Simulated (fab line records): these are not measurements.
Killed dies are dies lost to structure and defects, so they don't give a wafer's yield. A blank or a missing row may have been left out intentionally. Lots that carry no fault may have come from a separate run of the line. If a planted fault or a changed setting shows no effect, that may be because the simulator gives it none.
fab line records | flow nand_harc
record lots=6 | wafers=18 | last_day=24
route steps=1159 shown THIN_TSV@1139 END@1159
lots that met no fault: from a run of the same line without faults
start_h: start of the lot's first displayed wafer, in hours after the record's first day | wait_h: how many hours have passed since the lot's step before this one | " repeats the value in the row above | L1.1+2: a single row standing in for several wafers | - no value, or no start was given | * or withheld: withheld | < > ~ a bound
route shown NAME@n: names a module that has steps shown in the file, with the first one's number in the route | usual: the fault-free wafers' mean and standard deviation | same: alike in all rows | chamber/n: place in a boat | sites: each site's reading | _std_site: the values' standard deviation | _edge_site: the outer-site mean with the inner-site mean subtracted | radius_mm: how far each site lies from the wafer's centre | mask NAME#n: copy n | behind: tool/chamber where the wafer was last shaped | hold: why the lot was held/for how many hours/how that ended | device: whichever transistor did not switch (one of n, p or np) | end of line: the route-end tests of the same wafers | a step without rows: its recipe alone | killed: at the first sort, the dies lost to defects and structure; wafer yield is something else | map: dies across one wafer; x = killed, . = not, _ = none there
set.NAME: setting as actually run; set.NAME@STEP: the setting as run at that earlier step | model.NAME: the simulator's own value behind a step, which no gauge read
lots seen at some steps along the route; tables by step, rows by wafer
services: from which hour (start_h, from the record's first day; less than 0 if before it) a tool's chamber was out of use, for how many hours, and why
## steps
# step NHARC_THIN_TSV_PVD_24
# recipe target_thk_a=8000 | power_w=withheld | chamber_pressure_pa=withheld | substrate_temp_c=withheld | time_s=withheld | gas=Ar | material=Al
# step NHARC_THIN_TSV_DEHYDRATE_25
# recipe temp_c=150 | time_s=120
# step NHARC_THIN_TSV_HMDS_26
# recipe time_s=30
# step NHARC_THIN_TSV_COAT_27
# recipe spin_rpm=*
# step NHARC_THIN_TSV_SOFTBAKE_28
# recipe temp_c=122 | time_s=95
# step NHARC_THIN_TSV_EBR_29
# step NHARC_THIN_TSV_EXPOSE_30
# recipe na=0.55 | dose_mj=11.47 | mask_id=PAD
# step NHARC_THIN_TSV_PEB_31
# recipe peb_temp_c=118 | peb_time_s=85
# step NHARC_THIN_TSV_DEVELOP_32
# recipe time_s=70
# step NHARC_THIN_TSV_CD_MEAS_33
# recipe target_cd_nm=5000 | landing_energy_ev=500
# usual cd_nm=4999.6/1.7
lot.wafer | tool      | chamber | start_h | wait_h | cd_nm
L510.3    | cd_sem-03 | 0       | 486.53  | -      | 5000.7
L510.4    | "         | 0       | "       | "      | 4998.0
L510.5    | "         | 0       | "       | "      | 4999.4
L513.2    | cd_sem-03 | 0       | 495.03  | -      | 5000.9
L513.4    | "         | 0       | "       | "      | 5001.6
L513.6    | "         | 0       | "       | "      | 5003.1
L523.1    | cd_sem-01 | 0       | 539.70  | -      | 4997.1
L523.3    | "         | 0       | "       | "      | 4999.3
L523.5    | "         | 0       | "       | "      | 4998.6
L518.1    | cd_sem-02 | 0       | 541.26  | -      | 5001.9
L518.2    | "         | 0       | "       | "      | 5001.0
L518.5    | "         | 0       | "       | "      | 5002.7
L522.2    | cd_sem-02 | 0       | 543.33  | -      | 5001.8
L522.5    | "         | 0       | "       | "      | 5002.0
L522.6    | "         | 0       | "       | "      | 4999.1
L525.1    | cd_sem-02 | 0       | 555.80  | -      | 4997.2
L525.3    | "         | 0       | "       | "      | 4999.2
L525.5    | "         | 0       | "       | "      | 4998.5
# step NHARC_THIN_TSV_HARDBAKE_34
# recipe temp_c=125 | time_s=80
# step NHARC_THIN_TSV_DESCUM_35
# recipe time_s=3 | o2_flow_sccm=200 | ar_flow_sccm=0 | bias_power_w=0 | chemistry=O2
# usual drypump_motor_current_A=5.7/0.39 | oes_product_au=1.000/0.01 | rf_vpp_V=57.8/0.78 | showerhead_plenum_p_Torr=1.92/0.073 | throttle_valve_pct=11.311/0.0085
# same time_s=3
lot.wafer | tool        | chamber | start_h | wait_h | drypump_motor_current_A | oes_product_au | rf_hours_counter_h | rf_vpp_V | showerhead_plenum_p_Torr | throttle_valve_pct
L510.3    | rie_diel-05 | 1       | 486.72  | -      | 5.2                     | 0.996          | 9                  | 57.2     | 1.96                     | 11.305
L510.4    | "           | 3       | "       | "      | 5.9                     | 0.993          | -                  | 57.9     | 1.99                     | 11.302
L510.5    | "           | 1       | "       | "      | 5.1                     | 0.998          | -                  | 57.5     | 1.96                     | 11.299
L513.2    | rie_diel-05 | 1       | 495.19  | -      | 5.1                     | 0.984          | 10                 | 59.0     | 1.96                     | 11.308
L513.4    | "           | 3       | "       | "      | 5.9                     | 0.999          | -                  | 56.4     | 1.99                     | 11.305
L513.6    | "           | 0       | "       | "      | 5.3                     | 1.003          | -                  | 58.6     | 1.93                     | 11.305
L523.1    | rie_diel-01 | 0       | 539.89  | -      | 5.6                     | 0.999          | 5                  | 57.8     | 1.86                     | 11.308
L523.3    | "           | 1       | "       | "      | 5.4                     | 1.005          | 5                  | 58.9     | 1.81                     | 11.314
L523.5    | "           | 3       | "       | "      | 6.2                     | 0.986          | -                  | 57.7     | 1.94                     | 11.315
L518.2    | rie_diel-07 | 2       | 541.43  | -      | 5.8                     | 0.991          | 9                  | 57.7     | 1.98                     | 11.311
L518.1    | "           | 0       | "       | "      | 6.4                     | 1.005          | 8                  | 58.4     | 1.91                     | 11.323
L518.5    | "           | 2       | "       | "      | 5.8                     | 0.986          | -                  | 57.9     | 1.98                     | 11.311
L522.2    | rie_diel-05 | 3       | 543.52  | -      | 5.9                     | 1.010          | 1                  | 59.0     | 1.99                     | 11.317
L522.6    | "           | 0       | "       | "      | 5.3                     | 0.999          | -                  | 57.5     | 1.93                     | 11.308
L522.5    | "           | 3       | "       | "      | 5.9                     | 1.016          | -                  | 56.2     | 1.99                     | 11.312
L525.3    | rie_diel-07 | 1       | 555.96  | -      | 5.4                     | 1.013          | 10                 | 58.3     | 2.01                     | 11.311
L525.1    | "           | 0       | "       | "      | 6.4                     | 0.989          | 9                  | 57.5     | 1.91                     | 11.318
L525.5    | "           | 1       | "       | "      | 5.4                     | 1.009          | -                  | 59.2     | 2.01                     | 11.306
# step NHARC_THIN_TSV_ETCH_59
# recipe target_depth_a=8800 | icp_w=900 | bias_w=100 | Cl2_flow_sccm=60 | bcl3_flow_sccm=30 | time_s=138.1 | chemistry=Cl2/BCl3
# usual drypump_motor_current_A=5.7/0.55 | he_backside_leak_sccm=3.29/0.15 | oes_product_au=1.009/0.01 | throttle_valve_pct=22.265/0.01
# same time_s=138.1
lot.wafer | tool         | chamber | start_h | wait_h | drypump_motor_current_A | he_backside_leak_sccm | oes_product_au | rf_hours_counter_h | throttle_valve_pct
L510.3    | rie_metal-03 | 0       | 486.92  | 0.2    | 5.3                     | 3.47                  | 1.021          | -                  | 22.266
L510.4    | "            | 1       | "       | "      | 5.6                     | 3.25                  | 1.022          | -                  | 22.287
L510.5    | "            | 0       | "       | "      | 5.4                     | 3.25                  | 1.006          | -                  | 22.276
L513.2    | rie_metal-01 | 0       | 495.38  | 0.2    | 6.0                     | 3.02                  | 1.007          | 4.9                | 22.269
L513.4    | "            | 0       | "       | "      | 6.0                     | 2.95                  | 1.006          | -                  | 22.268
L513.6    | "            | 1       | "       | "      | 6.5                     | 3.28                  | 0.999          | -                  | 22.262
L523.1    | rie_metal-01 | 0       | 539.99  | 0.1    | 6.0                     | 3.10                  | 1.006          | 0.4                | 22.266
L523.3    | "            | 1       | "       | "      | 6.5                     | 3.40                  | 0.994          | -                  | 22.269
L523.5    | "            | 0       | "       | "      | 5.9                     | 3.14                  | 0.992          | -                  | 22.248
L518.1    | rie_metal-03 | 0       | 541.55  | 0.1    | 5.3                     | 3.29                  | 0.917          | 2.4                | 22.273
L518.2    | "            | 1       | "       | "      | 5.6                     | 3.53                  | 1.029          | 2.4                | 22.282
L518.5    | "            | 1       | "       | "      | 5.6                     | 3.54                  | 1.022          | -                  | 22.271
L522.2    | rie_metal-03 | 1       | 543.68  | 0.1    | 5.6                     | 3.35                  | 1.018          | 2.7                | 22.262
L522.6    | "            | 0       | "       | "      | 5.3                     | 3.30                  | 0.904          | -                  | 22.275
L522.5    | "            | 1       | "       | "      | 5.6                     | 3.49                  | 1.013          | -                  | 22.261
L525.1    | rie_metal-02 | 1       | 556.09  | 0.1    | 4.7                     | 3.11                  | 0.991          | 4.5                | 22.270
L525.3    | "            | 1       | "       | "      | 4.7                     | 3.21                  | 0.981          | -                  | 22.254
L525.5    | "            | 1       | "       | "      | 4.7                     | 3.36                  | 0.989          | -                  | 22.263
# step NHARC_THIN_TSV_ETCH_36
# recipe target_depth_a=650 | over_etch_frac=0.3 | time_s=18.571 | ion_energy_ev=150 | chemistry=Cl2/BCl3
# usual drypump_motor_current_A=5.7/0.55 | he_backside_leak_sccm=3.27/0.14 | oes_product_au=1.008/0.01
# same time_s=18.571
lot.wafer | tool         | chamber | start_h | wait_h | drypump_motor_current_A | he_backside_leak_sccm | oes_product_au | rf_hours_counter_h
L510.4    | rie_metal-03 | 1       | 487.11  | 0.1    | 5.6                     | 3.21                  | 1.018          | -
L510.3    | "            | 0       | "       | "      | 5.3                     | 3.44                  | 0.994          | -
L510.5    | "            | 1       | "       | "      | 5.6                     | 3.45                  | 1.011          | -
L513.2    | rie_metal-01 | 0       | 495.61  | 0.2    | 6.0                     | 3.03                  | 1.013          | 5.0
L513.4    | "            | 0       | "       | "      | 6.0                     | 3.09                  | 1.013          | -
L513.6    | "            | 0       | "       | "      | 6.0                     | 3.06                  | 1.010          | -
L523.1    | rie_metal-01 | 1       | 540.26  | 0.2    | 6.5                     | 3.35                  | 1.002          | 0.5
L523.3    | "            | 0       | "       | "      | 5.9                     | 3.20                  | 1.007          | -
L523.5    | "            | 0       | "       | "      | 6.0                     | 3.25                  | 1.013          | -
L518.2    | rie_metal-03 | 0       | 541.81  | 0.2    | 5.3                     | 3.42                  | 0.998          | 2.6
L518.1    | "            | 1       | "       | "      | 5.6                     | 3.44                  | 1.021          | 2.6
L518.5    | "            | 0       | "       | "      | 5.3                     | 3.47                  | 1.004          | -
L522.2    | rie_metal-03 | 1       | 543.90  | 0.2    | 5.6                     | 3.36                  | 1.009          | 2.8
L522.6    | "            | 1       | "       | "      | 5.6                     | 3.39                  | 1.012          | -
L522.5    | "            | 0       | "       | "      | 5.3                     | 3.36                  | 0.993          | -
L525.1    | rie_metal-02 | 1       | 556.35  | 0.2    | 4.8                     | 3.29                  | 0.998          | 4.6
L525.3    | "            | 1       | "       | "      | 4.7                     | 3.25                  | 0.989          | -
L525.5    | "            | 0       | "       | "      | 5.5                     | 3.21                  | 1.012          | -
# step NHARC_END_SORT_01
# recipe temp_c=25
# usual defect_limited_yield=95.2/1.3 | killed_at_array=29/9.4 | killed_at_other=0.7/1.3 | killed_at_periphery=2.9/2.1 | killed_dies=32/9 | killed_open=3.3/1.8 | killed_short=1.9/1.4 | sort_bin_2_pct=1.4/0.53 | sort_bin_3_pct=0.28/0.21 | sort_bin_4_pct=3.1/0.91 | sort_n_pass=645/9 | sort_rim_yield_pct=97.4/1.7 | sort_yield_pct=95.2/1.3
# same gross_dies=677 | sort_bin_5_pct[%]=0 | sort_bin_6_pct[%]=0 | sort_bin_7_pct[%]=0 | sort_bin_8_pct[%]=0 | sort_rim_n_gross=106.00
lot.wafer | tool      | chamber | start_h | wait_h | defect_limited_yield[%] | killed_at_array | killed_at_other | killed_at_periphery | killed_dies | killed_open | killed_short | sort_bin_2_pct[%] | sort_bin_3_pct[%] | sort_bin_4_pct[%] | sort_n_pass | sort_rim_yield_pct[%] | sort_yield_pct[%]
L513.2    | prober-01 | 0       | 511.80  | 2.8    | 96.8                    | 16              | 0               | 6                   | 22          | 4           | 1            | 0.9               | 0.15              | 2.2               | 655         | 99.1                  | 96.8
L513.4    | prober-01 | 0       | 513.40  | 3.4    | 97.5                    | 16              | 1               | 0                   | 17          | 3           | 2            | 0.3               | 0.74              | 1.5               | 660         | 99.1                  | 97.5
L513.6    | prober-01 | 0       | 514.99  | 4.0    | 97.9                    | 12              | 0               | 2                   | 14          | 4           | 0            | 0.6               | 0                 | 1.5               | 663         | 97.2                  | 97.9
L523.1    | prober-01 | 0       | 547.96  | 2.5    | 95.9                    | 28              | 0               | 0                   | 28          | 4           | 3            | 1.5               | 0                 | 2.7               | 649         | 98.1                  | 95.9
L523.3    | prober-01 | 0       | 549.56  | 3.1    | 95.6                    | 28              | 0               | 2                   | 30          | 1           | 3            | 1.6               | 0.15              | 2.7               | 647         | 99.1                  | 95.6
L523.5    | prober-01 | 0       | 551.17  | 3.7    | 95.7                    | 24              | 1               | 4                   | 29          | 2           | 3            | 1.3               | 0.30              | 2.7               | 648         | 99.1                  | 95.7
L518.1    | prober-02 | 0       | 555.74  | 2.5    | 0                       | 37              | 638             | 2                   | 677         | 2           | 2            | 1.6               | 94.68             | 3.7               | 0           | 0                     | 0
L518.2    | prober-02 | 0       | 556.54  | 2.8    | 92.9                    | 46              | 0               | 2                   | 48          | 5           | 0            | 3.0               | 0.30              | 3.8               | 629         | 96.2                  | 92.9
L518.5    | prober-02 | 0       | 558.93  | 3.7    | 93.9                    | 39              | 0               | 2                   | 41          | 1           | 2            | 1.8               | 0.44              | 3.8               | 636         | 100.0                 | 93.9
L522.2    | prober-02 | 0       | 564.30  | 2.8    | 94.5                    | 35              | 0               | 2                   | 37          | 7           | 0            | 1.0               | 0.59              | 3.8               | 640         | 99.1                  | 94.5
L522.5    | prober-02 | 0       | 566.68  | 3.7    | 94.7                    | 33              | 0               | 3                   | 36          | 4           | 1            | 1.6               | 0.30              | 3.4               | 641         | 96.2                  | 94.7
L522.6    | prober-02 | 0       | 567.47  | 4.0    | 0                       | 38              | 636             | 3                   | 677         | 5           | 1            | 1.6               | 94.39             | 4.0               | 0           | 0                     | 0
# killed by level:class
L513.2 A_CHANNEL_HOLE_D1:chamber_film_flake=6 P_M0:chamber_film_flake=3 A_ZERO_WELL:chamber_film_flake=3 A_STAIRCASE:chamber_film_flake=2 P_GATE:geometric_particle:short=1 P_GATE:geometric_particle:open=1 A_ONON_D1:geometric_particle:open=1 A_BLC:geometric_particle:open=1
L513.4 A_CONTACT:chamber_film_flake=6 A_CHANNEL_HOLE_D1:chamber_film_flake=3 A_CONTACT:geometric_particle:open=2 A_WL_FILL:chamber_film_flake=2 A_CHANNEL_HOLE_D1:geometric_particle:short=1 A_CHANNEL_FILL_D1:geometric_particle:short=1 STARTING-WAFER:geometric_particle:open=1 A_STAIRCASE:chamber_film_flake=1
L513.6 A_CHANNEL_HOLE_D1:chamber_film_flake=5 A_WL_FILL:chamber_film_flake=2 A_CONTACT:chamber_film_flake=2 P_CONTACT:geometric_particle:open=1 P_M2:geometric_particle:open=1 A_CONTACT:geometric_particle:open=1 A_M1:geometric_particle:open=1 A_ZERO_WELL:chamber_film_flake=1
L523.1 A_CHANNEL_HOLE_D1:chamber_film_flake=17 A_CONTACT:chamber_film_flake=3 A_M0:geometric_particle:open=2 A_SOURCE_PLATE:geometric_particle:short=1 A_CHANNEL_FILL_D1:geometric_particle:short=1 A_SGD_CUT:geometric_particle:open=1 A_SGD_CUT:geometric_particle:short=1 A_CONTACT:geometric_particle:open=1
L523.3 A_CHANNEL_HOLE_D1:chamber_film_flake=23 P_M2:geometric_particle:short=1 A_SOURCE_PLATE:geometric_particle:short=1 A_ONON_D1:geometric_particle:open=1 A_WL_FILL:geometric_particle:short=1 P_GATE:chamber_film_flake=1 A_WL_FILL:chamber_film_flake=1 A_CONTACT:chamber_film_flake=1
L523.5 A_CHANNEL_HOLE_D1:chamber_film_flake=20 P_STI:geometric_particle:open=1 P_CONTACT:geometric_particle:short=1 P_M0:geometric_particle:short=1 A_CHANNEL_HOLE_D1:geometric_particle:open=1 A_CHANNEL_FILL_D1:geometric_particle:short=1 P_M2:chamber_film_flake=1 A_STAIRCASE:chamber_film_flake=1
L518.1 THIN_TSV:area_etch=638 A_SLIT:chamber_film_flake=17 A_CHANNEL_HOLE_D1:chamber_film_flake=15 A_CONTACT:chamber_film_flake=3 P_M0:geometric_particle:open=1 P_M0:geometric_particle:short=1 A_ONON_D1:geometric_particle:open=1 A_M0:geometric_particle:short=1
L518.2 A_SLIT:chamber_film_flake=21 A_CHANNEL_HOLE_D1:chamber_film_flake=13 A_CONTACT:chamber_film_flake=7 P_M0:geometric_particle:open=2 A_CHANNEL_HOLE_D1:geometric_particle:open=1 A_SGD_CUT:geometric_particle:open=1 A_CONTACT:geometric_particle:open=1 A_WL_FILL:chamber_film_flake=1
L518.5 A_SLIT:chamber_film_flake=17 A_CHANNEL_HOLE_D1:chamber_film_flake=12 A_CONTACT:chamber_film_flake=5 A_BLC:chamber_film_flake=2 P_M1:geometric_particle:short=1 A_ONON_D1:geometric_particle:open=1 A_WL_FILL:geometric_particle:short=1 P_M2:chamber_film_flake=1
L522.2 A_SLIT:chamber_film_flake=17 A_CONTACT:chamber_film_flake=7 A_CHANNEL_HOLE_D1:chamber_film_flake=6 P_CONTACT:geometric_particle:open=2 A_M1:geometric_particle:open=2 A_CHANNEL_HOLE_D1:geometric_particle:open=1 A_WL_FILL:geometric_particle:open=1 A_CONTACT:geometric_particle:open=1
L522.5 A_SLIT:chamber_film_flake=14 A_CHANNEL_HOLE_D1:chamber_film_flake=10 A_CONTACT:chamber_film_flake=3 A_WL_FILL:chamber_film_flake=2 P_GATE:geometric_particle:open=1 P_M2:geometric_particle:open=1 A_CONTACT:geometric_particle:short=1 A_CONTACT:geometric_particle:open=1
L522.6 THIN_TSV:area_etch=636 A_SLIT:chamber_film_flake=20 A_CHANNEL_HOLE_D1:chamber_film_flake=10 A_CONTACT:chamber_film_flake=4 A_CONTACT:geometric_particle:open=2 P_CONTACT:geometric_particle:open=1 P_M0:geometric_particle:short=1 P_M1:geometric_particle:open=1
# map L518.1 (x killed, . not)
____________x____________
_________xxxxxxx_________
_______xxxxxxxxxxx_______
______xxxxxxxxxxxxx______
_____xxxxxxxxxxxxxxx_____
____xxxxxxxxxxxxxxxxx____
____xxxxxxxxxxxxxxxxx____
___xxxxxxxxxxxxxxxxxxx___
___xxxxxxxxxxxxxxxxxxx___
__xxxxxxxxxxxxxxxxxxxxx__
__xxxxxxxxxxxxxxxxxxxxx__
_xxxxxxxxxxxxxxxxxxxxxxx_
_xxxxxxxxxxxxxxxxxxxxxxx_
_xxxxxxxxxxxxxxxxxxxxxxx_
_xxxxxxxxxxxxxxxxxxxxxxx_
_xxxxxxxxxxxxxxxxxxxxxxx_
xxxxxxxxxxxxxxxxxxxxxxxxx
xxxxxxxxxxxxxxxxxxxxxxxxx
xxxxxxxxxxxxxxxxxxxxxxxxx
xxxxxxxxxxxxxxxxxxxxxxxxx
xxxxxxxxxxxxxxxxxxxxxxxxx
_xxxxxxxxxxxxxxxxxxxxxxx_
_xxxxxxxxxxxxxxxxxxxxxxx_
_xxxxxxxxxxxxxxxxxxxxxxx_
_xxxxxxxxxxxxxxxxxxxxxxx_
_xxxxxxxxxxxxxxxxxxxxxxx_
__xxxxxxxxxxxxxxxxxxxxx__
__xxxxxxxxxxxxxxxxxxxxx__
___xxxxxxxxxxxxxxxxxxx___
___xxxxxxxxxxxxxxxxxxx___
____xxxxxxxxxxxxxxxxx____
____xxxxxxxxxxxxxxxxx____
_____xxxxxxxxxxxxxxx_____
______xxxxxxxxxxxxx______
_______xxxxxxxxxxx_______
_________xxxxxxx_________
____________x____________
# map L522.6 (x killed, . not)
____________x____________
_________xxxxxxx_________
_______xxxxxxxxxxx_______
______xxxxxxxxxxxxx______
_____xxxxxxxxxxxxxxx_____
____xxxxxxxxxxxxxxxxx____
____xxxxxxxxxxxxxxxxx____
___xxxxxxxxxxxxxxxxxxx___
___xxxxxxxxxxxxxxxxxxx___
__xxxxxxxxxxxxxxxxxxxxx__
__xxxxxxxxxxxxxxxxxxxxx__
_xxxxxxxxxxxxxxxxxxxxxxx_
_xxxxxxxxxxxxxxxxxxxxxxx_
_xxxxxxxxxxxxxxxxxxxxxxx_
_xxxxxxxxxxxxxxxxxxxxxxx_
_xxxxxxxxxxxxxxxxxxxxxxx_
xxxxxxxxxxxxxxxxxxxxxxxxx
xxxxxxxxxxxxxxxxxxxxxxxxx
xxxxxxxxxxxxxxxxxxxxxxxxx
xxxxxxxxxxxxxxxxxxxxxxxxx
xxxxxxxxxxxxxxxxxxxxxxxxx
_xxxxxxxxxxxxxxxxxxxxxxx_
_xxxxxxxxxxxxxxxxxxxxxxx_
_xxxxxxxxxxxxxxxxxxxxxxx_
_xxxxxxxxxxxxxxxxxxxxxxx_
_xxxxxxxxxxxxxxxxxxxxxxx_
__xxxxxxxxxxxxxxxxxxxxx__
__xxxxxxxxxxxxxxxxxxxxx__
___xxxxxxxxxxxxxxxxxxx___
___xxxxxxxxxxxxxxxxxxx___
____xxxxxxxxxxxxxxxxx____
____xxxxxxxxxxxxxxxxx____
_____xxxxxxxxxxxxxxx_____
______xxxxxxxxxxxxx______
_______xxxxxxxxxxx_______
_________xxxxxxx_________
____________x____________
## services
tool         | chamber | start_h | hours | kind
rie_diel-05  | 0       | 472.10  | -     | clean
rie_diel-05  | 1       | 472.10  | -     | clean
rie_diel-05  | 2       | 472.10  | -     | clean
rie_diel-05  | 3       | 472.10  | -     | clean
rie_diel-01  | 3       | 478.11  | 3.8   | repair
rie_diel-01  | -       | 491.80  | 9.0   | pm
rie_diel-05  | 0       | 496.60  | -     | clean
rie_diel-05  | 1       | 496.60  | -     | clean
rie_diel-05  | 2       | 496.60  | -     | clean
rie_diel-05  | 3       | 496.60  | -     | clean
rie_diel-07  | -       | 508.52  | 1.0   | repair
rie_metal-01 | -       | 509.00  | 9.0   | pm
rie_metal-01 | 0       | 509.00  | 9.0   | vent_cycle
rie_metal-01 | 1       | 509.00  | 9.0   | vent_cycle
rie_diel-05  | -       | 517.73  | 9.0   | pm
rie_diel-05  | 0       | 517.73  | 9.0   | vent_cycle
rie_diel-05  | 1       | 517.73  | 9.0   | vent_cycle
rie_diel-05  | 2       | 517.73  | 59.7  | vent_cycle
rie_diel-05  | 3       | 517.73  | 9.0   | vent_cycle
rie_metal-01 | 0       | 518.00  | -     | clean
rie_metal-01 | 1       | 518.00  | -     | clean
rie_diel-05  | 0       | 526.73  | -     | clean
rie_diel-01  | 0       | 544.16  | 9.8   | repair
rie_diel-01  | -       | 554.73  | 2.1   | repair
## key
first_sign step=NHARC_THIN_TSV_ETCH_59 | reading=oes_product_au | direction=down | sigmas=9.4 | usual=1.009 | struck=0.910
effect step=NHARC_END_SORT_01 | reading=killed_at_other | direction=up | sigmas=99+ | usual=0.7 | struck=637
more_kills_born_at NHARC_THIN_TSV_ETCH_59@rie_metal-03=1274
met_at NHARC_THIN_TSV_ETCH_59
struck_wafers L518.1,L522.6
later_rows_left_out L518.1,L522.6
onset_between 486.92 541.55
fault kind=process_parameter_drift | tool=rie_metal-03 | chamber=0 | onset_h=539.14 | steps=NHARC_THIN_TSV_ETCH_59 | channel=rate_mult | offset=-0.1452 | shape=step | end_h=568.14
# later_rows_left_out: the simulator's readings of these wafers behind a module that went badly wrong aren't trusted and aren't shown, but for the sort
